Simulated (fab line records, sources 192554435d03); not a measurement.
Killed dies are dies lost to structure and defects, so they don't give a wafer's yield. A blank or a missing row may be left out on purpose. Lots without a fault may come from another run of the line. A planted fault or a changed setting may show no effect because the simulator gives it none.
fab line records | flow n5_finfet
record lots=13 wafers=37 last_day=20
route steps=1938 shown BEOL_M14@1746 PASSIVATION@1936
lots that met no fault: from a run of the same line without faults
start_h: hours from the record's first day to the start of the lot's first wafer shown | wait_h: hours since the lot's step before | " the same as in the row above | L1.1+2: a row that stands for several wafers | - no value, or no start given | * or withheld: withheld | < > ~ a bound
route shown NAME@n: a module of which the file shows steps, and the number in the route of the first | usual: mean/standard deviation of fault-free wafers | same: alike in all rows | chamber/n: place in a boat | sites: the reading at each site | _std_site: their standard deviation | _edge_site: outer sites' mean less inner sites' | radius_mm: how far each site lies from the wafer's centre | mask NAME#n: copy n | behind: the tool/chamber that last shaped the wafer | hold: why the lot was held/for how many hours/how that ended | device: the transistor (n, p or np) that didn't switch | end of line: the same wafers' tests at the end of the route | a step without rows: its recipe alone | killed: dies lost to structure and defects at the first sort, not the wafer's yield | map: a wafer's dies, x killed, . not, _ none there
set.NAME: the setting as run; set.NAME@STEP: as run at that earlier step | model.NAME: the simulator's own value behind a step, which no gauge read
steps of the route over a sample of lots; a table a step, a row a wafer
services: from which hour (start_h, from the record's first day; less than 0 if before it) a tool's chamber was out of use, for how many hours, and why
## steps
# step N5_BEOL_M14_CD_MEAS_28
# recipe target_cd_nm=284.4 landing_energy_ev=500 detector=se_inlens
# usual cd_nm=284.3/1.8
# columns lot.wafer tool chamber start_h wait_h cd_nm
L186.4 cd_sem-01 0 265.21 - 285.9
L186.5 " 0 " " 285.6
L186.6 " 0 " " 283.6
L188.1 cd_sem-02 0 271.07 - 286.6
L188.2 " 0 " " 284.4
L188.5 " 0 " " 284.4
L191.1 cd_sem-03 0 279.64 - 283.1
L191.2 " 0 " " 285.2
L191.6 " 0 " " 284.7
L189.1 cd_sem-01 0 289.45 - 284.6
L189.3 " 0 " " 282.4
L189.5 " 0 " " 283.2
L190.2 cd_sem-02 0 300.11 - 284.9
L190.4 " 0 " " 282.8
L190.5 " 0 " " 282.3
L192.1 cd_sem-03 0 308.15 - 282.8
L192.3 " 0 " " 283.9
L192.6 " 0 " " 283.7
L197.1 cd_sem-03 0 323.50 - 284.3
L197.2 " 0 " " 282.3
L197.6 " 0 " " 284.0
L202.2 cd_sem-03 0 348.74 - 285.8
L202.3 " 0 " " 285.0
L202.4 " 0 " " 283.8
L201.1 cd_sem-02 0 355.88 - 283.5
L201.3 " 0 " " 284.3
L203.3 cd_sem-02 0 369.71 - 283.8
L203.6 " 0 " " 282.7
L205.1 cd_sem-03 0 373.11 - 282.7
L205.4 " 0 " " 282.5
L205.5 " 0 " " 283.0
L208.1 cd_sem-02 0 405.65 - 283.3
L208.3 " 0 " " 284.3
L208.5 " 0 " " 285.0
L209.1 cd_sem-03 0 446.08 - 284.9
L209.2 " 0 " " 288.7
L209.3 " 0 " " 285.6
# step N5_BEOL_M14_OCD_MEAS_35
# usual trench_depth_nm=555/13
# columns lot.wafer tool chamber start_h wait_h trench_depth_nm
L186.4 ocd-02 - 265.91 0.0 556
L186.5 " - " " 567
L186.6 " - " " 576
L188.1 ocd-01 - 271.77 0.0 563
L188.2 " - " " 581
L188.5 " - " " 556
L191.1 ocd-02 - 280.34 0.0 588
L191.2 " - " " 570
L191.6 " - " " 565
L189.1 ocd-01 - 290.14 0.0 532
L189.3 " - " " 560
L189.5 " - " " 534
L190.2 ocd-01 - 300.80 0.0 551
L190.4 " - " " 533
L190.5 " - " " 548
L192.1 ocd-02 - 308.85 0.0 548
L192.3 " - " " 525
L192.6 " - " " 548
L197.1 ocd-02 - 324.20 0.0 552
L197.2 " - " " 562
L197.6 " - " " 550
L202.2 ocd-01 - 349.47 0.0 545
L202.3 " - " " 543
L202.4 " - " " 544
L201.1 ocd-02 - 356.66 0.0 525
L201.3 " - " " 554
L203.3 ocd-01 - 370.41 0.0 525
L203.6 " - " " 552
L205.1 ocd-01 - 373.81 0.0 547
L205.4 " - " " 554
L205.5 " - " " 546
L208.1 ocd-02 - 406.34 0.0 561
L208.3 " - " " 556
L208.5 " - " " 562
L209.1 ocd-01 - 446.87 0.0 558
L209.2 " - " " 550
L209.3 " - " " 552
# step N5_BEOL_M14_CMP_49
# recipe stop_on=SiO2 t_overpolish_s=5.2 down_force_psi=2 platen_rpm=80 clearing_platen_down_force_psi=2 clearing_platen_rpm=80 post_cmp_clean=cu_alkaline target_thk_nm=560 clearing_platen_pad_velocity_m_s=1.5917 pad_velocity_m_s=1.5917
# usual barrier_field_endpoint_s=11.41/0.29 head_pressure_psi=2.000/0.004 motor_current_A=8.5/0.77 overpolish_run_s=5.201/0.0089 slurry_flow_ml_min=150.0/0.44 time_to_endpoint_s=121/4.5
# columns lot.wafer tool chamber start_h wait_h barrier_field_endpoint_s head_pressure_psi motor_current_A overpolish_run_s slurry_flow_ml_min time_to_endpoint_s
L186.4 cmp-01 0 268.72 0.1 11.14 1.998 10.3 5.205 150.2 120
L186.5 " 0 " " 10.91 1.992 9.6 5.201 149.9 116
L186.6 " 1 " " 11.56 2.002 8.0 5.208 149.8 124
L188.1 cmp-01 3 273.58 0.3 11.47 2.002 8.4 5.198 149.2 123
L188.2 " 1 " " 12.04 2.004 7.8 5.210 149.9 130
L188.5 " 0 " " 11.33 2.005 9.6 5.187 149.4 117
L191.2 cmp-04 1 283.66 0.3 11.42 2.003 7.8 5.186 150.4 121
L191.1 " 2 " " 11.88 1.995 8.1 5.192 149.8 130
L191.6 " 3 " " 11.58 1.997 7.8 5.202 149.9 126
L189.1 cmp-01 3 294.15 0.3 11.67 2.002 8.7 5.196 149.7 122
L189.3 " 2 " " 11.51 1.994 8.0 5.202 148.9 119
L189.5 " 0 " " 11.14 1.998 9.2 5.193 150.3 121
L190.2 cmp-01 3 305.39 0.2 11.44 1.999 8.6 5.199 149.9 122
L190.4 " 1 " " 11.99 1.993 8.2 5.205 150.0 130
L190.5 " 0 " " 11.17 2.002 9.9 5.192 148.9 119
L192.3 cmp-01 2 316.94 0.2 11.71 2.007 8.3 5.198 150.4 124
L192.1 " 3 " " 11.49 2.001 8.0 5.196 150.2 125
L192.6 " 0 " " 11.46 2.001 10.0 5.210 149.6 121
L197.2 cmp-01 3 327.35 0.3 11.43 2.004 8.5 5.206 150.5 122
L197.1 " 0 " " 11.39 2.006 9.8 5.190 150.1 121
L197.6 " 2 " " 11.34 2.001 8.4 5.199 150.6 122
L202.3 cmp-01 2 352.97 0.2 6.10 2.007 7.9 5.196 150.6 65
L202.4 " 3 " " 11.33 1.998 8.5 5.202 150.6 122
L202.2 " 0 " " 10.90 2.006 9.8 5.200 149.7 117
L201.3 cmp-01 3 361.37 0.2 6.46 2.002 7.7 5.202 149.8 69
L201.1 " 0 " " 6.28 2.002 10.2 5.190 149.7 65
L205.4 cmp-04 3 376.66 0.1 11.46 2.003 7.9 5.195 150.2 126
L205.1 " 2 " " 11.51 1.999 8.5 5.191 150.1 124
L205.5 " 0 " " 11.38 2.002 9.7 5.219 149.5 123
L203.3 cmp-01 2 376.70 0.2 6.37 1.998 8.1 5.199 149.2 67
L203.6 " 3 " " 11.41 1.999 8.2 5.209 150.3 121
L208.3 cmp-02 1 408.59 0.2 11.81 2.000 8.2 5.201 149.7 125
L208.1 " 2 " " 11.47 2.001 8.0 5.174 149.9 119
L208.5 " 0 " " 11.72 1.997 8.1 5.200 150.7 122
L209.1 cmp-04 2 452.77 0.3 11.48 2.002 8.2 5.196 150.4 122
L209.3 " 3 " " 11.19 1.998 7.8 5.234 151.0 121
L209.2 " 0 " " 11.35 2.002 9.8 5.195 150.0 118
# step N5_PASSIVATION_PROBE_49
# usual defect_limited_yield=91.1/1.4 killed_at_M0_to_M3=32/9.3 killed_at_M4_up=13/5.8 killed_at_contacts=12/6.3 killed_at_front_end=44/12 killed_at_other=3.6/2.7 killed_dies=104/17 killed_on_rim=14/3.9 killed_open=69/13 killed_short=34/6.9 sort_bin_5_function=5.2/0.98 sort_bin_6_memory=3.3/0.59 sort_bin_8_speed=0.01/0.039 sort_n_pass=1075/17 sort_yield_pct=91.1/1.4
# same gross_dies=1180 killed_at_back_side=0 sort_bin_4_leakage[%]=0
# columns lot.wafer tool chamber start_h wait_h defect_limited_yield[%] killed_at_M0_to_M3 killed_at_M4_up killed_at_contacts killed_at_front_end killed_at_other killed_dies killed_on_rim killed_open killed_short sort_bin_5_function[%] sort_bin_6_memory[%] sort_bin_8_speed[%] sort_n_pass sort_yield_pct[%]
L191.1 prober-01 - 307.96 0.0 90.3 25 12 15 57 6 115 18 78 36 5.8 3.6 0 1065 90.3
L191.2 prober-01 - 308.01 0.1 92.8 18 8 6 52 1 85 15 62 22 4.2 2.9 0 1095 92.8
L191.6 prober-01 - 308.21 0.3 88.6 30 11 13 76 4 134 24 88 46 7.5 3.5 0 1046 88.6
L197.1 prober-02 - 351.28 0.0 91.5 24 21 13 42 0 100 17 63 37 5.3 3.0 0 1080 91.5
L197.2 prober-02 - 351.33 0.1 91.1 39 9 15 42 0 105 11 64 41 4.9 3.6 0 1075 91.1
L197.6 prober-02 - 351.53 0.3 92.4 41 4 4 37 4 90 9 56 34 4.6 2.9 0 1090 92.4
L202.2 prober-02 - 376.23 0.1 88.6 34 9 18 69 4 134 10 91 43 7.0 3.8 0 1046 88.6
L202.3 prober-02 - 376.28 0.1 88.6 40 10 8 73 3 134 18 94 36 6.8 3.8 0 1046 88.6
L202.4 prober-02 - 376.33 0.2 90.6 34 8 10 53 6 111 19 77 32 4.9 3.9 0 1069 90.6
L201.1 prober-02 - 391.08 0.0 92.8 27 13 16 24 5 85 13 49 36 3.9 3.1 0 1095 92.8
L201.3 prober-02 - 391.18 0.1 92.1 28 10 11 44 0 93 14 48 45 5.1 2.6 0 1087 92.1
L205.1 prober-02 - 396.18 0.0 89.9 48 17 7 37 10 119 23 90 27 5.8 4.1 0 1061 89.9
L205.4 prober-02 - 396.33 0.2 92.0 26 7 10 44 7 94 10 62 31 4.0 3.6 0 1086 92.0
L205.5 prober-02 - 396.38 0.2 91.9 30 13 18 25 10 96 12 61 31 4.8 3.0 0 1084 91.9
L208.1 prober-02 - 429.62 0.0 91.6 27 10 6 54 2 99 9 63 36 5.9 2.2 0 1081 91.6
L208.3 prober-02 - 429.72 0.1 92.4 19 12 20 36 3 90 12 69 20 4.7 2.6 0 1090 92.4
L208.5 prober-02 - 429.82 0.2 89.4 34 8 18 59 6 125 15 92 32 5.8 4.3 0 1055 89.4
L209.1 prober-01 - 470.30 0.0 90.3 46 18 9 42 0 115 8 70 38 5.2 3.6 0 1065 90.3
L209.2 prober-01 - 470.35 0.1 91.4 32 7 13 47 2 101 12 63 35 5.3 3.1 0 1079 91.4
L209.3 prober-01 - 470.40 0.1 92.6 43 6 10 26 2 87 14 55 31 3.8 3.1 0 1093 92.6
# killed by level:class
L191.1 STI_FIN_REVEAL:geometric_particle:open=32 MOL_CONTACT_COAG:geometric_particle:open=11 STI_FIN_REVEAL:geometric_particle:short=9 BEOL_M0_SAQP:geometric_particle:open=7 BEOL_M2:geometric_particle:open=7 BEOL_M0_SAQP:geometric_particle:short=6 GATE_CUT:geometric_particle:short=4 MOL_CONTACT_COAG:geometric_particle:short=4
L191.2 STI_FIN_REVEAL:geometric_particle:open=17 GATE_CUT:geometric_particle:short=7 GATE_CUT:geometric_particle:open=7 MOL_CONTACT_COAG:geometric_particle:open=6 BEOL_M0:geometric_particle:open=5 BEOL_M2:geometric_particle:open=5 FIN_SAQP:geometric_particle:short=4 DUMMY_GATE:geometric_particle:open=4
L191.6 STI_FIN_REVEAL:geometric_particle:open=27 GATE_CUT:geometric_particle:short=12 BEOL_M2:geometric_particle:open=10 MOL_CONTACT_COAG:geometric_particle:open=8 GATE_CUT:geometric_particle:open=7 BEOL_M0_SAQP:geometric_particle:short=6 FIN_SAQP:geometric_particle:short=5 FIN_SAQP:geometric_particle:open=5
L197.1 DUMMY_GATE:geometric_particle:open=11 MOL_CONTACT_COAG:geometric_particle:open=10 GATE_CUT:geometric_particle:short=7 BEOL_M3:geometric_particle:open=6 BEOL_M4:geometric_particle:open=6 FIN_SAQP:geometric_particle:short=5 BEOL_M0_SAQP:geometric_particle:open=5 FIN_SAQP:geometric_particle:open=4
L197.2 FIN_SAQP:geometric_particle:short=19 MOL_CONTACT_COAG:geometric_particle:open=14 BEOL_M0_SAQP:geometric_particle:open=13 BEOL_M0_SAQP:geometric_particle:short=10 FIN_SAQP:geometric_particle:open=8 BEOL_M3:geometric_particle:open=6 BEOL_M1:geometric_particle:open=5 DUMMY_GATE:geometric_particle:open=4
L197.6 BEOL_M3:geometric_particle:open=11 BEOL_M2:geometric_particle:open=10 SPACER0:geometric_particle:short=7 BEOL_M0_SAQP:geometric_particle:open=7 BEOL_M0_SAQP:geometric_particle:short=6 FIN_SAQP:geometric_particle:short=5 FIN_SAQP:geometric_particle:open=4 DUMMY_GATE:geometric_particle:open=4
L202.2 STI_FIN_REVEAL:geometric_particle:open=18 MOL_CONTACT_COAG:geometric_particle:open=15 GATE_CUT:geometric_particle:short=11 BEOL_M0_SAQP:geometric_particle:short=11 FIN_SAQP:geometric_particle:open=9 DUMMY_GATE:geometric_particle:open=9 BEOL_M0_SAQP:geometric_particle:open=9 BEOL_M2:geometric_particle:open=9
L202.3 STI_FIN_REVEAL:geometric_particle:open=18 FIN_SAQP:geometric_particle:open=16 DUMMY_GATE:geometric_particle:open=11 FIN_SAQP:geometric_particle:short=9 BEOL_M2:geometric_particle:open=8 BEOL_M0:geometric_particle:open=8 MOL_CONTACT_COAG:geometric_particle:open=7 BEOL_M4:geometric_particle:open=7
L202.4 BEOL_M0_SAQP:geometric_particle:open=10 STI_FIN_REVEAL:geometric_particle:open=8 MOL_CONTACT_COAG:geometric_particle:open=8 FIN_SAQP:geometric_particle:open=7 STARTING-WAFER:geometric_particle:open=7 GATE_CUT:geometric_particle:short=6 BEOL_M3:geometric_particle:open=6 FIN_SAQP:geometric_particle:short=5
L201.1 MOL_CONTACT_COAG:geometric_particle:open=10 BEOL_M2:geometric_particle:open=7 MOL_CONTACT_COAG:geometric_particle:short=6 BEOL_M0_SAQP:geometric_particle:open=6 FIN_SAQP:geometric_particle:open=4 STI_FIN_REVEAL:geometric_particle:open=4 DUMMY_GATE:geometric_particle:short=4 GATE_CUT:geometric_particle:short=4
L201.3 FIN_SAQP:geometric_particle:short=15 BEOL_M0_SAQP:geometric_particle:short=11 BEOL_M2:geometric_particle:open=10 MOL_CONTACT_COAG:geometric_particle:open=8 FIN_SAQP:geometric_particle:open=5 GATE_CUT:geometric_particle:short=5 DUMMY_GATE:geometric_particle:open=4 BEOL_M0_SAQP:geometric_particle:open=4
L205.1 BEOL_M2:geometric_particle:open=14 STI_FIN_REVEAL:geometric_particle:open=12 BEOL_M4:geometric_particle:open=11 BEOL_M0:geometric_particle:open=11 BEOL_M3:geometric_particle:open=11 FIN_SAQP:geometric_particle:short=7 MOL_CONTACT_COAG:geometric_particle:open=6 DUMMY_GATE:geometric_particle:open=4
L205.4 FIN_SAQP:geometric_particle:open=10 FIN_SAQP:geometric_particle:short=9 MOL_CONTACT_COAG:geometric_particle:open=9 BEOL_M2:geometric_particle:open=7 DUMMY_GATE:geometric_particle:open=5 BEOL_M0_SAQP:geometric_particle:open=5 BEOL_M3:geometric_particle:open=4 PAD_METAL:geometric_particle:short=4
L205.5 MOL_CONTACT_COAG:geometric_particle:open=14 FIN_SAQP:geometric_particle:open=8 BEOL_M4:geometric_particle:open=7 BEOL_M2:geometric_particle:open=7 MIM_BOT:geometric_particle:short=6 FIN_SAQP:geometric_particle:short=5 BEOL_M0_SAQP:geometric_particle:open=5 BEOL_M5:geometric_particle:open=5
L208.1 FIN_SAQP:geometric_particle:open=10 STI_FIN_REVEAL:geometric_particle:open=8 DUMMY_GATE:geometric_particle:open=7 FIN_SAQP:geometric_particle:short=6 BEOL_M0_SAQP:geometric_particle:open=6 STI_FIN_REVEAL:geometric_particle:short=5 MOL_CONTACT_COAG:geometric_particle:open=5 BEOL_M1:geometric_particle:open=5
L208.3 MOL_CONTACT_COAG:geometric_particle:open=18 STI_FIN_REVEAL:geometric_particle:open=12 FIN_SAQP:geometric_particle:open=5 BEOL_M0_SAQP:geometric_particle:short=5 BEOL_M1:geometric_particle:open=5 BEOL_M5:geometric_particle:open=5 BEOL_M2:geometric_particle:open=4 FIN_SAQP:geometric_particle:short=3
L208.5 FIN_SAQP:geometric_particle:open=15 MOL_CONTACT_COAG:geometric_particle:open=15 STI_FIN_REVEAL:geometric_particle:open=14 BEOL_M0_SAQP:geometric_particle:short=9 FIN_SAQP:geometric_particle:short=8 BEOL_M2:geometric_particle:open=7 DUMMY_GATE:geometric_particle:open=6 BEOL_M3:geometric_particle:open=6
L209.1 FIN_SAQP:geometric_particle:short=10 MOL_CONTACT_COAG:geometric_particle:open=8 BEOL_M0_SAQP:geometric_particle:short=8 BEOL_M0_SAQP:geometric_particle:open=8 BEOL_M3:geometric_particle:open=7 BEOL_M1:geometric_particle:open=7 BEOL_M2:geometric_particle:open=7 DUMMY_GATE:geometric_particle:open=5
L209.2 STI_FIN_REVEAL:geometric_particle:open=12 MOL_CONTACT_COAG:geometric_particle:open=10 FIN_SAQP:geometric_particle:open=7 BEOL_M0_SAQP:geometric_particle:short=7 BEOL_M2:geometric_particle:open=7 FIN_SAQP:geometric_particle:short=6 STI_FIN_REVEAL:geometric_particle:short=6 BEOL_M1:geometric_particle:open=6
L209.3 MOL_CONTACT_COAG:geometric_particle:open=9 BEOL_M1:geometric_particle:open=8 BEOL_M2:geometric_particle:open=8 BEOL_M0_SAQP:geometric_particle:open=7 BEOL_M0_SAQP:geometric_particle:short=7 STARTING-WAFER:geometric_particle:short=5 STARTING-WAFER:geometric_particle:open=5 FIN_SAQP:geometric_particle:short=4
## services
# columns tool chamber start_h hours kind
cmp-01 - 258.05 0.7 repair
cmp-01 - 274.28 3.0 repair
cmp-02 - 287.83 1.1 repair
cmp-04 - 290.14 1.1 repair
cmp-02 - 297.46 1.7 repair
cmp-02 - 304.38 24.4 pm
cmp-02 - 342.36 1.7 repair
cmp-04 - 350.39 1.1 repair
cmp-04 - 371.38 4.0 pm
cmp-04 - 375.38 - consumable_replace:conditioner
cmp-04 - 375.38 - consumable_replace:pad
cmp-04 - 388.05 2.7 repair
cmp-02 - 397.05 1.5 repair
cmp-04 - 405.30 6.7 pm
cmp-02 - 435.06 4.1 repair
cmp-04 - 443.02 0.6 repair
cmp-02 - 449.50 2.8 repair
## key
first_sign step=N5_BEOL_M14_CMP_49 reading=barrier_field_endpoint_s direction=down sigmas=18 usual=11.41 struck=6.30
effect step=N5_BEOL_M14_CMP_49 reading=time_to_endpoint_s direction=down sigmas=12 usual=* struck=*
met_at N5_BEOL_M14_CMP_49
struck_lots L201,L202,L203
struck_wafers L201.1,L201.3,L202.3,L203.3
not_acting_at N5_BEOL_M14_CD_MEAS_28,N5_BEOL_M14_OCD_MEAS_35
onset_between 327.35 352.97
fault kind=process_parameter_drift tool=cmp-01 chamber=- onset_h=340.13 steps=N5_BEOL_M14_CMP_49 channel=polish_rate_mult offset=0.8 shape=step end_h=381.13 scope=struck_wafers_only
